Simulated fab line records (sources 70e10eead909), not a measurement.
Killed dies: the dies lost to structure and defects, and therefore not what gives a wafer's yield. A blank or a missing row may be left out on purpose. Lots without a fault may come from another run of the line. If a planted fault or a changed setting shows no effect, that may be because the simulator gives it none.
fab line records	flow nand_harc
record: lots: 13	wafers: 39	last_day: 25
route steps=1159 shown A_CONTACT@865 END@1159
lots that met no fault: taken from a fault-free run of the same line
start_h: hours from the record's opening day to when the first of the lot's shown wafers began	wait_h: time in hours since the lot's previous step	" as in the row above	L1.1+2: one row covering several wafers at once	- no value, or no start was given	* or withheld: withheld	< > ~ a bound
route shown NAME@n: NAME is a module with steps in the file, n the number in the route of the first one	usual: mean/standard deviation of fault-free wafers	same: alike in all rows	chamber/n: place in a boat	sites: the reading at each site	_std_site: the standard deviation of these	_edge_site: mean of outer sites minus mean of inner sites	radius_mm: how far each site lies from the wafer's centre	mask NAME#n: copy n	behind: tool/chamber where the wafer was last shaped	hold: why the lot was held/for how many hours/how that ended	device: transistor that didn't switch, given as n, p or np	end of line: tests run on the same wafers once the route is complete	a step without rows: its recipe alone	killed: the dies lost at the first sort to structure and to defects; this is not the yield of the wafer	map: a wafer's dies, marking killed ones x, the rest . and places with no die _
set.NAME: the setting as run; set.NAME@STEP: as run at that earlier step	model.NAME: the simulator's own value behind a step, which no gauge read
route steps across a sampled set of lots; one table per step, one row per wafer
== steps ==
step: NHARC_A_CONTACT_ETCH_114
recipe: source_w: withheld	pressure_mtorr: 20	bias_v: 3000	time_s: 94	target_depth_a: 9220	ar_flow_sccm: withheld	c4f8_flow_sccm: withheld	o2_flow_sccm: withheld	chemistry: C4F8/O2/Ar
usual: chamber_pressure_mTorr: 19.999/0.018	oes_air_line_au: 1.000/0.021
lot.wafer	tool	chamber	start_h	wait_h	chamber_pressure_mTorr	oes_air_line_au	rf_hours_counter_h
L404.1	har_cap_etch-01	0	382.92	0.1	20.006	0.971	57
L404.4	"	1	"	"	20.016	1.022	-
L404.3	"	0	"	"	19.995	1.005	-
L406.1	har_cap_etch-02	1	383.02	0.1	19.975	0.985	11
L406.3	"	0	"	"	20.013	1.003	-
L406.5	"	0	"	"	20.010	0.983	-
L405.1	har_cap_etch-02	0	386.59	0.1	20.011	1.009	12
L405.3	"	0	"	"	19.984	0.995	-
L405.6	"	0	"	"	20.016	0.986	-
L407.2	har_cap_etch-01	1	392.94	0.1	19.983	1.012	59
L407.5	"	0	"	"	19.957	1.003	-
L407.6	"	1	"	"	19.987	0.966	-
L409.2	har_cap_etch-01	1	397.18	0.1	20.003	0.996	61
L409.6	"	1	"	"	19.985	1.000	-
L409.5	"	0	"	"	20.006	1.003	-
L411.2	har_cap_etch-01	0	422.79	0.1	20.025	1.003	63
L411.1	"	1	"	"	19.991	1.020	63
L411.6	"	0	"	"	19.977	1.019	-
L412.3	har_cap_etch-02	0	427.61	0.1	19.976	0.981	-
L412.4	"	1	"	"	19.997	1.012	-
L412.5	"	1	"	"	19.998	1.036	-
L413.1	har_cap_etch-01	0	428.07	0.1	20.023	1.013	64
L413.5	"	1	"	"	19.973	0.999	-
L413.6	"	0	"	"	19.975	0.989	-
L414.2	har_cap_etch-03	0	435.10	0.1	19.971	0.975	93
L414.3	"	0	"	"	19.992	0.985	-
L414.4	"	1	"	"	20.007	1.027	-
L423.1	har_cap_etch-03	0	500.58	0.1	19.972	1.004	103
L423.3	"	1	"	"	19.986	0.980	-
L423.5	"	0	"	"	19.976	1.017	-
L424.2	har_cap_etch-01	1	503.07	0.1	20.022	1.006	76
L424.4	"	1	"	"	19.993	1.011	-
L424.6	"	1	"	"	20.005	1.007	-
L422.2	har_cap_etch-01	0	508.85	0.1	19.998	0.997	77
L422.4	"	0	"	"	20.025	0.971	-
L422.5	"	1	"	"	20.013	1.002	-
L426.2	har_cap_etch-01	1	511.17	0.1	19.986	0.997	78
L426.3	"	0	"	"	20.003	0.967	-
L426.4	"	1	"	"	19.988	0.991	-
step: NHARC_A_CONTACT_ETCH_116
recipe: source_w: withheld	pressure_mtorr: 20	bias_v: 3000	time_s: 94	target_depth_a: 9220	ar_flow_sccm: withheld	c4f8_flow_sccm: withheld	o2_flow_sccm: withheld	chemistry: C4F8/O2/Ar
usual: chamber_pressure_mTorr: 19.999/0.016	oes_air_line_au: 0.997/0.018
lot.wafer	tool	chamber	start_h	wait_h	chamber_pressure_mTorr	oes_air_line_au	rf_hours_counter_h
L404.1	har_cap_etch-01	0	383.16	0.1	19.997	0.972	57
L404.4	"	1	"	"	20.005	0.992	-
L404.3	"	0	"	"	20.006	1.010	-
L406.1	har_cap_etch-02	1	383.21	0.1	20.005	1.015	11
L406.3	"	0	"	"	20.013	1.000	-
L406.5	"	0	"	"	20.014	0.965	-
L405.1	har_cap_etch-02	0	386.77	0.1	20.003	1.010	12
L405.3	"	0	"	"	20.005	0.995	-
L405.6	"	0	"	"	19.976	1.025	-
L407.2	har_cap_etch-01	1	393.12	0.1	19.990	0.969	60
L407.5	"	0	"	"	20.013	0.998	-
L407.6	"	1	"	"	20.002	0.984	-
L409.2	har_cap_etch-01	1	397.36	0.1	20.018	0.983	61
L409.6	"	1	"	"	19.965	1.000	-
L409.5	"	0	"	"	20.003	0.997	-
L411.2	har_cap_etch-01	0	422.97	0.1	19.972	1.025	63
L411.1	"	1	"	"	19.993	0.987	63
L411.6	"	0	"	"	19.979	1.006	-
L412.3	har_cap_etch-02	0	427.79	0.1	19.991	0.990	-
L412.4	"	1	"	"	20.003	1.004	-
L412.5	"	1	"	"	19.996	1.007	-
L413.1	har_cap_etch-01	0	428.25	0.1	19.990	1.001	65
L413.5	"	1	"	"	20.005	1.009	-
L413.6	"	0	"	"	19.989	0.968	-
L414.2	har_cap_etch-03	0	435.28	0.1	20.011	1.008	93
L414.3	"	0	"	"	19.974	0.996	-
L414.4	"	1	"	"	19.996	0.991	-
L423.1	har_cap_etch-03	0	500.76	0.1	19.982	1.003	103
L423.3	"	1	"	"	19.990	0.971	-
L423.5	"	0	"	"	20.002	0.993	-
L424.2	har_cap_etch-01	1	503.26	0.1	20.005	0.990	76
L424.4	"	1	"	"	19.980	1.028	-
L424.6	"	1	"	"	20.001	0.994	-
L422.2	har_cap_etch-01	0	509.03	0.1	19.999	0.977	77
L422.4	"	0	"	"	20.001	1.001	-
L422.5	"	1	"	"	20.020	1.004	-
L426.2	har_cap_etch-01	1	511.35	0.1	20.024	0.981	78
L426.3	"	0	"	"	20.016	1.012	-
L426.4	"	1	"	"	20.017	0.975	-
step: NHARC_A_CONTACT_ETCH_117
recipe: source_w: withheld	pressure_mtorr: 20	bias_v: 3000	time_s: 94	target_depth_a: 9220	ar_flow_sccm: withheld	c4f8_flow_sccm: withheld	o2_flow_sccm: withheld	chemistry: C4F8/O2/Ar
usual: chamber_pressure_mTorr: 20.001/0.02	oes_air_line_au: 0.998/0.022
lot.wafer	tool	chamber	start_h	wait_h	chamber_pressure_mTorr	oes_air_line_au	rf_hours_counter_h
L404.1	har_cap_etch-01	0	383.28	0.1	19.999	0.979	57
L404.4	"	1	"	"	19.985	1.043	-
L404.3	"	0	"	"	20.029	0.998	-
L406.1	har_cap_etch-02	1	383.30	0.1	20.005	1.005	11
L406.3	"	0	"	"	19.981	0.980	-
L406.5	"	0	"	"	19.990	0.994	-
L405.1	har_cap_etch-02	0	386.86	0.1	20.012	0.964	12
L405.3	"	0	"	"	19.986	0.961	-
L405.6	"	0	"	"	19.983	0.971	-
L407.2	har_cap_etch-01	1	393.21	0.1	19.991	1.002	60
L407.5	"	0	"	"	19.998	0.970	-
L407.6	"	1	"	"	20.003	1.019	-
L409.2	har_cap_etch-01	1	397.45	0.1	20.008	1.005	61
L409.6	"	1	"	"	20.030	1.004	-
L409.5	"	0	"	"	20.018	0.981	-
L411.2	har_cap_etch-01	0	423.06	0.1	19.979	0.990	63
L411.1	"	1	"	"	19.996	1.009	63
L411.6	"	0	"	"	20.036	0.950	-
L412.3	har_cap_etch-02	0	427.88	0.1	20.032	0.991	-
L412.4	"	1	"	"	19.983	0.996	-
L412.5	"	1	"	"	19.998	0.958	-
L413.1	har_cap_etch-01	0	428.34	0.1	20.009	1.021	65
L413.5	"	1	"	"	19.998	1.018	-
L413.6	"	0	"	"	19.989	1.032	-
L414.2	har_cap_etch-03	0	435.37	0.1	20.001	0.994	93
L414.3	"	0	"	"	20.016	1.011	-
L414.4	"	1	"	"	19.991	1.018	-
L423.1	har_cap_etch-03	0	500.85	0.1	19.970	1.008	104
L423.3	"	1	"	"	19.966	0.943	-
L423.5	"	0	"	"	20.018	1.010	-
L424.2	har_cap_etch-01	1	503.35	0.1	20.025	0.993	76
L424.4	"	1	"	"	19.996	0.973	-
L424.6	"	1	"	"	20.025	0.980	-
L422.2	har_cap_etch-01	0	509.12	0.1	19.944	1.004	77
L422.4	"	0	"	"	20.016	0.986	-
L422.5	"	1	"	"	20.013	1.008	-
L426.2	har_cap_etch-01	1	511.44	0.1	20.008	1.022	78
L426.3	"	0	"	"	20.018	1.014	-
L426.4	"	1	"	"	20.037	1.013	-
step: NHARC_A_CONTACT_ETCH_122
recipe: source_w: withheld	pressure_mtorr: 20	bias_v: 3000	time_s: 95	target_depth_a: 9300	ar_flow_sccm: withheld	c4f8_flow_sccm: withheld	o2_flow_sccm: withheld	chemistry: C4F8/O2/Ar
usual: chamber_pressure_mTorr: 20.004/0.018	oes_air_line_au: 0.999/0.02
lot.wafer	tool	chamber	start_h	wait_h	chamber_pressure_mTorr	oes_air_line_au	rf_hours_counter_h
L406.1	har_cap_etch-02	1	383.75	0.1	19.962	0.997	11
L406.3	"	0	"	"	20.028	1.008	-
L406.5	"	0	"	"	20.016	0.989	-
L404.1	har_cap_etch-01	0	383.89	0.1	19.987	1.010	58
L404.4	"	1	"	"	19.992	1.011	-
L404.3	"	0	"	"	20.024	1.016	-
L405.1	har_cap_etch-02	0	387.32	0.1	19.988	0.976	13
L405.3	"	0	"	"	20.022	1.004	-
L405.6	"	0	"	"	20.019	1.026	-
L407.2	har_cap_etch-01	1	393.67	0.1	19.988	1.001	60
L407.5	"	0	"	"	20.042	0.999	-
L407.6	"	1	"	"	19.997	0.989	-
L409.2	har_cap_etch-01	1	397.91	0.1	20.015	1.035	61
L409.6	"	1	"	"	20.030	1.035	-
L409.5	"	0	"	"	20.011	0.999	-
L411.2	har_cap_etch-01	0	423.52	0.1	20.002	1.011	64
L411.1	"	1	"	"	20.011	1.006	64
L411.6	"	0	"	"	20.030	0.970	-
L412.3	har_cap_etch-02	0	428.34	0.1	-	-	-
L412.4	"	1	"	"	-	-	-
L412.5	"	1	"	"	-	-	-
L413.1	har_cap_etch-01	0	428.79	0.1	-	-	-
L413.5	"	1	"	"	-	-	-
L413.6	"	0	"	"	-	-	-
L414.2	har_cap_etch-03	0	435.82	0.1	-	-	-
L414.3	"	0	"	"	-	-	-
L414.4	"	1	"	"	-	-	-
L423.1	har_cap_etch-03	0	501.31	0.1	20.024	1.020	104
L423.3	"	1	"	"	19.982	1.020	-
L423.5	"	0	"	"	20.009	1.019	-
L424.2	har_cap_etch-01	1	503.80	0.1	19.985	1.024	76
L424.4	"	1	"	"	19.989	1.015	-
L424.6	"	1	"	"	20.000	1.006	-
L422.2	har_cap_etch-01	0	509.58	0.1	19.994	0.963	77
L422.4	"	0	"	"	20.008	0.969	-
L422.5	"	1	"	"	19.966	0.999	-
L426.2	har_cap_etch-01	1	511.90	0.1	19.995	0.978	79
L426.3	"	0	"	"	20.003	0.939	-
L426.4	"	1	"	"	20.021	0.962	-
step: NHARC_END_SORT_01
recipe: temp_c: 25
usual: killed_at_array: 28/11	killed_at_other: 0.7/0.88	killed_at_periphery: 3.1/2.2	killed_dies: 31/12	killed_open: 3.3/2	killed_short: 2.0/1.6
same: gross_dies: 677
lot.wafer	tool	chamber	start_h	wait_h	killed_at_array	killed_at_other	killed_at_periphery	killed_dies	killed_open	killed_short
L404.1	prober-01	0	451.41	2.5	23	1	4	28	3	1
L404.3	prober-01	0	453.01	3.1	24	2	4	30	4	4
L404.4	prober-01	0	453.81	3.4	19	1	6	26	0	1
L406.1	prober-02	0	459.15	2.5	12	0	1	13	1	0
L406.3	prober-02	0	460.77	3.1	16	0	4	20	4	1
L406.5	prober-02	0	462.40	3.8	26	0	3	29	4	6
L405.1	prober-01	0	459.20	2.5	22	0	6	28	3	3
L405.3	prober-01	0	460.77	3.1	19	0	3	22	0	1
L405.6	prober-01	0	463.14	3.9	21	1	1	23	1	1
L407.2	prober-02	0	467.87	2.8	13	2	0	15	3	3
L407.5	prober-02	0	470.28	3.7	9	1	1	11	1	0
L407.6	prober-02	0	471.09	4.0	11	0	2	13	1	2
L409.2	prober-01	0	475.47	2.8	16	2	3	21	7	1
L409.5	prober-01	0	477.91	3.8	20	0	1	21	2	1
L409.6	prober-01	0	478.72	4.1	15	1	4	20	5	0
L411.1	prober-02	0	487.69	2.5	16	1	4	21	1	0
L411.2	prober-02	0	488.48	2.8	23	1	1	25	1	2
L411.6	prober-02	0	491.67	4.0	28	1	1	30	4	1
L412.3	prober-02	0	500.25	3.1	674	1	2	677	2	6
L412.4	prober-02	0	501.05	3.4	674	2	1	677	2	6
L412.5	prober-02	0	501.85	3.7	676	1	0	677	1	0
L414.2	prober-01	0	502.72	2.8	674	0	3	677	3	3
L414.3	prober-01	0	503.52	3.1	672	1	4	677	1	2
L414.4	prober-01	0	504.32	3.4	672	1	4	677	5	3
L413.1	prober-02	0	506.44	2.5	674	1	2	677	5	1
L413.5	prober-02	0	509.70	3.8	675	1	1	677	1	1
L413.6	prober-02	0	510.52	4.1	675	0	2	677	3	0
L423.1	prober-02	0	577.82	2.5	44	1	3	48	2	1
L423.3	prober-02	0	579.42	3.1	41	0	7	48	7	0
L423.5	prober-02	0	581.02	3.7	54	0	5	59	1	1
L424.2	prober-02	0	586.37	2.8	43	0	9	52	2	1
L424.4	prober-02	0	587.97	3.4	42	0	7	49	8	2
L424.6	prober-02	0	589.56	4.0	39	0	3	42	8	1
L422.2	prober-01	0	586.52	2.8	24	0	2	26	1	4
L422.4	prober-01	0	588.14	3.4	30	0	1	31	5	1
L422.5	prober-01	0	588.96	3.7	30	0	6	36	9	0
L426.2	prober-02	0	594.16	2.8	32	0	2	34	1	1
L426.3	prober-02	0	594.96	3.1	36	1	1	38	2	2
L426.4	prober-02	0	595.76	3.4	30	0	2	32	1	1
killed by level:class
L404.1 A_CHANNEL_HOLE_D1:chamber_film_flake=7 A_SLIT:chamber_film_flake=7 A_CONTACT:chamber_film_flake=4 P_ZERO_WELL:chamber_film_flake=2 A_ONON_D1:geometric_particle:open=1 A_CHANNEL_FILL_D1:geometric_particle:open=1 A_WL_FILL:geometric_particle:short=1 A_CONTACT:geometric_particle:open=1
L404.3 A_CHANNEL_HOLE_D1:chamber_film_flake=12 A_SLIT:chamber_film_flake=3 A_CONTACT:chamber_film_flake=3 P_M0:geometric_particle:open=2 P_M1:geometric_particle:open=1 A_ONON_D1:geometric_particle:open=1 A_ONON_D1:geometric_particle:short=1 A_CHANNEL_FILL_D1:geometric_particle:short=1
L404.4 A_CHANNEL_HOLE_D1:chamber_film_flake=9 A_SLIT:chamber_film_flake=8 P_ZERO_WELL:chamber_film_flake=3 P_GATE:geometric_particle:short=1 P_GATE:chamber_film_flake=1 P_M1:chamber_film_flake=1 A_CHANNEL_FILL_D1:chamber_film_flake=1 A_CONTACT:chamber_film_flake=1
L406.1 A_SLIT:chamber_film_flake=5 A_WL_FILL:chamber_film_flake=3 A_CONTACT:geometric_particle:open=1 P_GATE:chamber_film_flake=1 A_ZERO_WELL:chamber_film_flake=1 A_CHANNEL_HOLE_D1:chamber_film_flake=1 A_BLC:chamber_film_flake=1
L405.1 A_CHANNEL_HOLE_D1:chamber_film_flake=10 A_WL_FILL:geometric_particle:open=2 P_STI:chamber_film_flake=2 P_GATE:chamber_film_flake=2 A_WL_FILL:chamber_film_flake=2 A_CONTACT:chamber_film_flake=2 A_CHANNEL_FILL_D1:geometric_particle:short=1 A_WL_FILL:geometric_particle:short=1
L405.3 A_CHANNEL_HOLE_D1:chamber_film_flake=14 P_ZERO_WELL:chamber_film_flake=3 A_CONTACT:chamber_film_flake=3 A_CHANNEL_FILL_D1:geometric_particle:short=1 A_BLC:chamber_film_flake=1
L406.3 A_SLIT:chamber_film_flake=6 A_CHANNEL_HOLE_D1:chamber_film_flake=3 A_BLC:chamber_film_flake=3 P_GATE:geometric_particle:open=1 P_CONTACT:geometric_particle:open=1 A_WL_FILL:geometric_particle:open=1 A_M0:geometric_particle:short=1 A_M1:geometric_particle:open=1
L406.5 A_SLIT:chamber_film_flake=6 A_CHANNEL_HOLE_D1:chamber_film_flake=4 A_WL_FILL:chamber_film_flake=3 A_CONTACT:chamber_film_flake=3 A_CHANNEL_FILL_D1:geometric_particle:short=2 P_BONDPAD:chamber_film_flake=2 A_CHANNEL_HOLE_D1:geometric_particle:short=1 A_CHANNEL_HOLE_D1:geometric_particle:open=1
L405.6 A_CHANNEL_HOLE_D1:chamber_film_flake=9 A_CONTACT:chamber_film_flake=4 A_WL_FILL:chamber_film_flake=2 A_SOURCE_PLATE:geometric_particle:open=1 A_ONON_D1:geometric_particle:short=1 P_STI:chamber_film_flake=1 A_CHANNEL_FILL_D1:chamber_film_flake=1 A_STAIRCASE:chamber_film_flake=1
L407.2 A_CHANNEL_HOLE_D1:chamber_film_flake=3 A_STAIRCASE:chamber_film_flake=2 A_CHANNEL_FILL_D1:geometric_particle:short=1 A_SGD_CUT:geometric_particle:open=1 A_WL_FILL:geometric_particle:short=1 A_CONTACT:geometric_particle:short=1 A_M0:geometric_particle:open=1 A_BONDPAD:geometric_particle:open=1
L407.5 A_WL_FILL:chamber_film_flake=3 A_CHANNEL_HOLE_D1:chamber_film_flake=2 A_STAIRCASE:chamber_film_flake=2 A_CONTACT:geometric_particle:open=1 P_GATE:chamber_film_flake=1 A_CONTACT:chamber_film_flake=1 THIN_TSV:chamber_film_flake=1
L407.6 P_ZERO_WELL:chamber_film_flake=2 A_CHANNEL_HOLE_D1:chamber_film_flake=2 A_STAIRCASE:chamber_film_flake=2 A_CONTACT:chamber_film_flake=2 A_CHANNEL_FILL_D1:geometric_particle:short=1 A_CHANNEL_FILL_D1:geometric_particle:open=1 A_WL_FILL:geometric_particle:short=1 A_CHANNEL_FILL_D1:chamber_film_flake=1
L409.2 A_CHANNEL_HOLE_D1:chamber_film_flake=11 P_CONTACT:geometric_particle:open=2 A_ONON_D1:geometric_particle:open=1 A_CHANNEL_FILL_D1:geometric_particle:open=1 A_WL_FILL:geometric_particle:open=1 A_CONTACT:geometric_particle:open=1 P_GATE:chamber_film_flake=1 STARTING-WAFER:geometric_particle:open=1
L409.5 A_CHANNEL_HOLE_D1:chamber_film_flake=14 A_CONTACT:chamber_film_flake=3 P_M0:geometric_particle:open=1 A_CONTACT:geometric_particle:open=1 A_M1:geometric_particle:short=1 A_STAIRCASE:chamber_film_flake=1
L409.6 A_CHANNEL_HOLE_D1:chamber_film_flake=11 P_GATE:geometric_particle:open=1 P_CONTACT:geometric_particle:open=1 P_M0:geometric_particle:open=1 A_CONTACT:geometric_particle:open=1 A_M1:geometric_particle:open=1 P_GATE:chamber_film_flake=1 A_STAIRCASE:chamber_film_flake=1
L411.1 A_SLIT:chamber_film_flake=8 A_STAIRCASE:chamber_film_flake=2 P_M2:chamber_film_flake=2 A_CHANNEL_HOLE_D1:chamber_film_flake=2 A_WL_FILL:chamber_film_flake=2 P_CONTACT:geometric_particle:open=1 P_GATE:chamber_film_flake=1 A_CHANNEL_FILL_D1:chamber_film_flake=1
L411.2 A_SLIT:chamber_film_flake=9 A_CONTACT:chamber_film_flake=4 A_CHANNEL_HOLE_D1:chamber_film_flake=3 A_STAIRCASE:chamber_film_flake=3 A_CONTACT:geometric_particle:open=1 A_BLC:geometric_particle:short=1 A_M0:geometric_particle:short=1 P_M2:chamber_film_flake=1
L411.6 A_SLIT:chamber_film_flake=12 A_BLC:chamber_film_flake=5 A_STAIRCASE:chamber_film_flake=3 A_CONTACT:chamber_film_flake=3 A_CONTACT:geometric_particle:open=2 A_SGD_CUT:geometric_particle:open=1 A_M0:geometric_particle:open=1 STARTING-WAFER:geometric_particle:short=1
L412.3 A_CONTACT:area_etch=654 A_STAIRCASE:chamber_film_flake=5 A_ZERO_WELL:chamber_film_flake=3 A_CHANNEL_HOLE_D1:chamber_film_flake=3 P_GATE:geometric_particle:short=1 P_M0:geometric_particle:open=1 A_SOURCE_PLATE:geometric_particle:short=1 A_SGD_CUT:geometric_particle:short=1
L412.4 A_CONTACT:area_etch=660 A_ZERO_WELL:chamber_film_flake=3 A_CHANNEL_HOLE_D1:chamber_film_flake=3 A_CHANNEL_FILL_D1:geometric_particle:short=2 A_ONON_D1:geometric_particle:short=1 A_WL_FILL:geometric_particle:short=1 A_WL_FILL:geometric_particle:open=1 A_M0:geometric_particle:open=1
L412.5 A_CONTACT:area_etch=662 A_STAIRCASE:chamber_film_flake=5 A_ZERO_WELL:chamber_film_flake=4 A_CHANNEL_FILL_D1:chamber_film_flake=2 A_CHANNEL_FILL_D1:geometric_particle:open=1 A_CHANNEL_HOLE_D1:chamber_film_flake=1 A_CONTACT:chamber_film_flake=1 THIN_TSV:chamber_film_flake=1
L414.2 A_CONTACT:area_etch=647 A_SLIT:chamber_film_flake=12 A_WL_FILL:chamber_film_flake=4 A_CHANNEL_HOLE_D1:chamber_film_flake=3 A_STAIRCASE:chamber_film_flake=3 P_STI:geometric_particle:short=1 P_CONTACT:geometric_particle:open=1 A_CHANNEL_FILL_D1:geometric_particle:short=1
L414.3 A_CONTACT:area_etch=647 A_SLIT:chamber_film_flake=9 P_ZERO_WELL:chamber_film_flake=4 A_STAIRCASE:chamber_film_flake=4 A_CHANNEL_HOLE_D1:chamber_film_flake=4 A_CONTACT:chamber_film_flake=4 A_CHANNEL_FILL_D1:geometric_particle:open=1 A_CHANNEL_FILL_D1:geometric_particle:short=1
L414.4 A_CONTACT:area_etch=649 A_SLIT:chamber_film_flake=7 A_STAIRCASE:chamber_film_flake=5 P_ZERO_WELL:chamber_film_flake=2 A_CHANNEL_FILL_D1:chamber_film_flake=2 A_CONTACT:chamber_film_flake=2 P_CONTACT:geometric_particle:open=1 P_M2:geometric_particle:short=1
L413.1 A_CONTACT:area_etch=630 A_CHANNEL_HOLE_D1:chamber_film_flake=16 A_SLIT:chamber_film_flake=13 A_CONTACT:chamber_film_flake=4 A_WL_FILL:geometric_particle:open=3 A_STAIRCASE:chamber_film_flake=2 A_M1:chamber_film_flake=2 A_WL_FILL:chamber_film_flake=2
L413.5 A_CONTACT:area_etch=642 A_CHANNEL_HOLE_D1:chamber_film_flake=13 A_SLIT:chamber_film_flake=8 A_STAIRCASE:chamber_film_flake=5 A_CHANNEL_FILL_D1:chamber_film_flake=2 A_WL_FILL:chamber_film_flake=2 A_BLC:geometric_particle:short=1 A_BONDPAD:geometric_particle:open=1
L413.6 A_CONTACT:area_etch=635 A_SLIT:chamber_film_flake=15 A_CHANNEL_HOLE_D1:chamber_film_flake=14 A_STAIRCASE:chamber_film_flake=5 A_CONTACT:chamber_film_flake=2 A_M1:chamber_film_flake=2 P_M0:geometric_particle:open=1 A_SOURCE_PLATE:geometric_particle:open=1
L423.1 A_CHANNEL_HOLE_D1:chamber_film_flake=18 A_SLIT:chamber_film_flake=12 A_CONTACT:chamber_film_flake=5 A_STAIRCASE:chamber_film_flake=3 P_ZERO_WELL:chamber_film_flake=2 A_ZERO_WELL:chamber_film_flake=2 A_WL_FILL:geometric_particle:short=1 A_CONTACT:geometric_particle:open=1
L423.3 A_CHANNEL_HOLE_D1:chamber_film_flake=17 A_SLIT:chamber_film_flake=9 P_ZERO_WELL:chamber_film_flake=5 A_STAIRCASE:chamber_film_flake=4 A_CONTACT:chamber_film_flake=3 A_CONTACT:geometric_particle:open=2 A_M0:geometric_particle:open=2 A_ZERO_WELL:chamber_film_flake=2
L423.5 A_CHANNEL_HOLE_D1:chamber_film_flake=19 A_SLIT:chamber_film_flake=18 A_CONTACT:chamber_film_flake=7 A_STAIRCASE:chamber_film_flake=5 P_ZERO_WELL:chamber_film_flake=3 A_ZERO_WELL:chamber_film_flake=3 A_CONTACT:geometric_particle:open=1 A_M1:geometric_particle:short=1
L424.2 A_CHANNEL_HOLE_D1:chamber_film_flake=18 A_SLIT:chamber_film_flake=14 A_STAIRCASE:chamber_film_flake=9 P_STI:chamber_film_flake=7 P_CONTACT:geometric_particle:open=1 A_CONTACT:geometric_particle:open=1 A_BLC:geometric_particle:short=1 P_GATE:chamber_film_flake=1
L422.2 A_CHANNEL_HOLE_D1:chamber_film_flake=15 A_CHANNEL_FILL_D1:geometric_particle:short=2 A_STAIRCASE:chamber_film_flake=2 A_CONTACT:chamber_film_flake=2 P_M0:geometric_particle:short=1 P_M1:geometric_particle:short=1 A_CONTACT:geometric_particle:open=1 A_CHANNEL_FILL_D1:chamber_film_flake=1
L424.4 A_CHANNEL_HOLE_D1:chamber_film_flake=21 A_SLIT:chamber_film_flake=8 A_CONTACT:geometric_particle:open=3 P_STI:chamber_film_flake=3 A_CONTACT:chamber_film_flake=3 P_GATE:geometric_particle:open=2 A_CHANNEL_FILL_D1:geometric_particle:open=2 A_STAIRCASE:chamber_film_flake=2
L422.4 A_CHANNEL_HOLE_D1:chamber_film_flake=17 A_CONTACT:chamber_film_flake=4 A_STAIRCASE:chamber_film_flake=2 A_CHANNEL_FILL_D1:geometric_particle:open=1 A_SGD_CUT:geometric_particle:open=1 A_WL_FILL:geometric_particle:short=1 A_CONTACT:geometric_particle:open=1 A_BLC:geometric_particle:open=1
L422.5 A_CHANNEL_HOLE_D1:chamber_film_flake=15 A_CONTACT:chamber_film_flake=5 A_WL_FILL:chamber_film_flake=4 A_CONTACT:geometric_particle:open=3 P_CONTACT:geometric_particle:open=2 A_M0:geometric_particle:open=2 P_CONTACT:chamber_film_flake=2 P_M0:geometric_particle:open=1
L424.6 A_CHANNEL_HOLE_D1:chamber_film_flake=16 A_SLIT:chamber_film_flake=12 A_STAIRCASE:chamber_film_flake=5 A_CHANNEL_FILL_D1:geometric_particle:open=2 A_WL_FILL:geometric_particle:open=2 P_STI:geometric_particle:open=1 P_GATE:geometric_particle:open=1 P_CONTACT:geometric_particle:open=1
L426.2 A_SLIT:chamber_film_flake=13 A_CHANNEL_HOLE_D1:chamber_film_flake=8 A_M0:chamber_film_flake=4 A_CONTACT:chamber_film_flake=3 P_BONDPAD:chamber_film_flake=2 A_CHANNEL_FILL_D1:geometric_particle:open=1 A_WL_FILL:geometric_particle:short=1 A_SGD_CUT:chamber_film_flake=1
L426.3 A_SLIT:chamber_film_flake=20 A_CONTACT:chamber_film_flake=7 A_CONTACT:geometric_particle:open=2 A_M0:chamber_film_flake=2 A_CHANNEL_FILL_D1:geometric_particle:short=1 A_SGD_CUT:geometric_particle:short=1 P_BONDPAD:chamber_film_flake=1 A_CHANNEL_HOLE_D1:chamber_film_flake=1
L426.4 A_SLIT:chamber_film_flake=12 A_CONTACT:chamber_film_flake=4 A_M0:chamber_film_flake=4 A_CHANNEL_HOLE_D1:chamber_film_flake=3 A_WL_FILL:chamber_film_flake=3 A_STAIRCASE:chamber_film_flake=2 P_CONTACT:geometric_particle:open=1 A_CONTACT:geometric_particle:short=1
== key ==
first_sign: step: NHARC_A_CONTACT_ETCH_122	reading: tool_record	direction: missing
effect: step: NHARC_END_SORT_01	reading: killed_at_array	direction: up	sigmas: 57	usual: 28	struck: 674
more_kills_born_at: NHARC_A_CONTACT_ETCH_122@har_cap_etch-02: 1976	NHARC_A_CONTACT_ETCH_122@har_cap_etch-03: 1943	NHARC_A_CONTACT_ETCH_122@har_cap_etch-01: 1907
met_at NHARC_A_CONTACT_ETCH_122
struck_lots L412,L413,L414
later_rows_left_out L412.3,L412.4,L412.5,L413.1,L413.5,L413.6,L414.2,L414.3,L414.4
tester_left_out L412,L413,L414
not_acting_at NHARC_A_CONTACT_ETCH_114,NHARC_A_CONTACT_ETCH_116,NHARC_A_CONTACT_ETCH_117
onset_between 423.52 428.34
fault: kind: skipped_step_whole	tool: har_cap_etch-01,har_cap_etch-02,har_cap_etch-03	chamber: -	onset_h: 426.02	steps: NHARC_A_CONTACT_ETCH_122	scope: struck_lots_only
tester_left_out: of these lots the tester's yield and bins aren't shown, on N5 and GAA mostly nor the transistor test; their killed dies are dies lost to structure and defects alone, not to doping, threshold or leakage, so they don't give the yield
later_rows_left_out: the simulator's readings of these wafers behind a module that went badly wrong aren't trusted and aren't shown, but for the sort
